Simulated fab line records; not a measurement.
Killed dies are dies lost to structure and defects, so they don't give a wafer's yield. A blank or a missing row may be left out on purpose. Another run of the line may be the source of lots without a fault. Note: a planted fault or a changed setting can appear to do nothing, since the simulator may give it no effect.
Matching of chambers	flow n5 finfet	N5_FIN_SAQP_ETCH_34 on rie diel-06: 4 sister chambers
The step etches SiO2 in C4F6/O2, target depth 45 nm, time 15 s. 18 wafers are shown with their chamber, then 9 later ones without.

## WAFERS, EACH WITH ITS CHAMBER
wafer	chamber	throttle valve pct (%)	rf vpp V (V)	showerhead plenum p Torr (Torr)
L081.2	1	21.04	658	2.94
L081.5	3	21.28	674	2.92
L081.6	0	21.39	646	2.84
L082.1	1	21.04	657	2.93
L082.2	0	21.38	645	2.84
L082.3	2	20.94	645	2.88
L083.3	2	20.96	645	2.88
L083.4	0	21.38	644	2.84
L083.5	3	21.28	674	2.91
L084.3	0	21.37	644	2.84
L084.4	2	20.93	647	2.88
L084.6	0	21.37	645	2.84
L086.2	3	21.30	675	2.91
L086.3	0	21.38	644	2.83
L086.5	1	21.05	660	2.93
L088.1	1	21.04	658	2.93
L088.3	2	20.95	646	2.88
L088.5	3	21.28	675	2.91

SIGNATURES, as means of the wafers listed above
reading	chamber 0	chamber 1	chamber 2	chamber 3	scatter within a chamber
throttle valve pct	21.3783	21.0425	20.9450	21.2850	0.0091
rf vpp V	644.67	658.25	645.75	674.50	0.919
showerhead plenum p Torr	2.8383	2.9325	2.8800	2.9125	0.00408
Rule: a wafer's distance from a chamber is the root of the sum, over the readings, of the square of ((its reading less the chamber's mean) divided by the reading's scatter). The wafer belongs to the nearest chamber; if the next one is less than 2 further off, it can't be placed. How the scatter is found: for the shown wafers, subtract from each reading the mean of its chamber, square and add these, divide the total by (wafers less chambers), then take the root.

## WAFERS WITH NO CHAMBER GIVEN
wafer	throttle valve pct (%)	rf vpp V (V)	showerhead plenum p Torr (Torr)
L089.1	20.97	645	2.88
L089.5	21.31	674	2.91
L089.6	20.97	646	2.88
L094.1	21.41	645	2.83
L094.2	21.04	660	2.92
L094.3	20.98	647	2.87
L096.2	21.08	660	2.92
L096.4	21.41	645	2.82
L096.5	21.41	647	2.82

## WHICH CHAMBER EACH WENT THROUGH
wafer	from the rows above	in truth
L089.1	2	2
L089.5	3	3
L089.6	2	2
L094.1	0	0
L094.2	1	1
L094.3	2	2
L096.2	1	1
L096.4	0	0
L096.5	0	0
Correct placement for 9 of the 9. Number that these rows cannot place: 0. 0 placed wrongly.
